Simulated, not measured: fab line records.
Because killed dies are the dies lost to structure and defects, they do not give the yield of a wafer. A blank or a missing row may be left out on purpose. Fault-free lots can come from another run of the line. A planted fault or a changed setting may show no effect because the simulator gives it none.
The tool behind it: which one?	flow n5-finfet	14 lots with 42 wafers sampled at 2 steps, on a route of 1938 steps

WHAT THE GAUGES READ, wafer by wafer
N5_BEOL_M8_THK_MEAS_53: measures by xrf. Usual: M8_THK gives 78.5 nm (standard deviation 1.9).
lot	measured	on	M8_THK (nm)	flag
L216	day 9 16:38	film-metro-01	80.4 76.7 78.0	
L217	day 10 01:49	film-metro-01	79.0 78.0 81.0	
L221	day 11 11:49	film-metro-01	77.6 80.5 75.7	
L226	day 12 09:42	film-metro-02	80.6 78.4 80.9	
L227	day 13 07:42	film-metro-02	76.2 79.4 81.0	
L229	day 13 07:57	film-metro-02	78.8 80.4 80.2	
L231	day 14 01:00	film-metro-02	79.0 79.5 77.0	
L230	day 14 02:37	film-metro-01	80.6 80.1 78.6	
L232	day 14 05:44	film-metro-01	76.7 75.2 76.9	
L235	day 14 07:59	film-metro-01	76.0 79.4 75.8	
L233	day 14 09:23	film-metro-01	80.3 76.6 77.9	
L234	day 16 02:09	film-metro-02	80.4 76.5 79.3	
L239	day 16 07:25	film-metro-02	80.7 77.8 77.4	
L237	day 16 09:58	film-metro-01	80.1 80.0 76.8	

EACH LOT AND THE TOOL THAT RAN IT (in order: tool; ch and the chambers of the sampled wafers; start)
lot	N5_BEOL_M8_ANNEAL_51
L216	rtp-anneal-01 ch 0, day 9 16:08
L217	rtp-anneal-02 ch 0, day 10 01:07
L221	rtp-anneal-02 ch 0, day 11 11:16
L226	rtp-anneal-02 ch 0, day 12 09:07
L227	rtp-anneal-02 ch 0, day 13 07:07
L229	rtp-anneal-01 ch 0, day 13 07:22
L231	rtp-anneal-02 ch 0, day 14 00:30
L230	rtp-anneal-01 ch 0, day 14 02:01
L232	rtp-anneal-02 ch 0, day 14 05:11
L235	rtp-anneal-01 ch 0, day 14 07:26
L233	rtp-anneal-01 ch 0, day 14 08:50
L234	rtp-anneal-02 ch 0, day 16 01:32
L239	rtp-anneal-02 ch 0, day 16 06:52
L237	rtp-anneal-01 ch 0, day 16 09:19
- N5_BEOL_M8_ANNEAL_51: time 90 s.

WHAT THE TOOLS THEMSELVES READ (means of the sampled wafers that have a number; where no wafer has one, the mark that the record gives instead)
N5_BEOL_M8_ANNEAL_51. Usual: wafer_temp_C_max 225.86, standard deviation 0.25.
lot	tool	wafer_temp_C_max	flag
L216	rtp-anneal-01	225.87	
L217	rtp-anneal-02	225.86	
L221	rtp-anneal-02	225.83	
L226	rtp-anneal-02	226.08	
L227	rtp-anneal-02	225.85	
L229	rtp-anneal-01	225.72	
L231	rtp-anneal-02	225.77	
L230	rtp-anneal-01	225.90	
L232	rtp-anneal-02	225.65	
L235	rtp-anneal-01	226.12	
L233	rtp-anneal-01	226.06	
L234	rtp-anneal-02	225.91	
L239	rtp-anneal-02	225.77	
L237	rtp-anneal-01	226.04	

THE ANSWER, worked out from the rows above alone
Rule: take the mean of a lot's wafers that have a number; if it is more than 3 standard deviations from the usual mean, the lot is off. A lot without any number at a reading at which 4 lots or more have one is off too. Any other lot the step has rows for is counted as sound. Order of review: gauges by route order, followed by the tools' own readings, for which a lot's mean as printed above is used. The first step at which some lot is off is used, and at that step the reading that is off furthest; a lot without a number counts as furthest.
Across all readings shown, no lot is off: no conclusion can be drawn from this.

WHAT WAS PUT IN BY THE SIMULATOR
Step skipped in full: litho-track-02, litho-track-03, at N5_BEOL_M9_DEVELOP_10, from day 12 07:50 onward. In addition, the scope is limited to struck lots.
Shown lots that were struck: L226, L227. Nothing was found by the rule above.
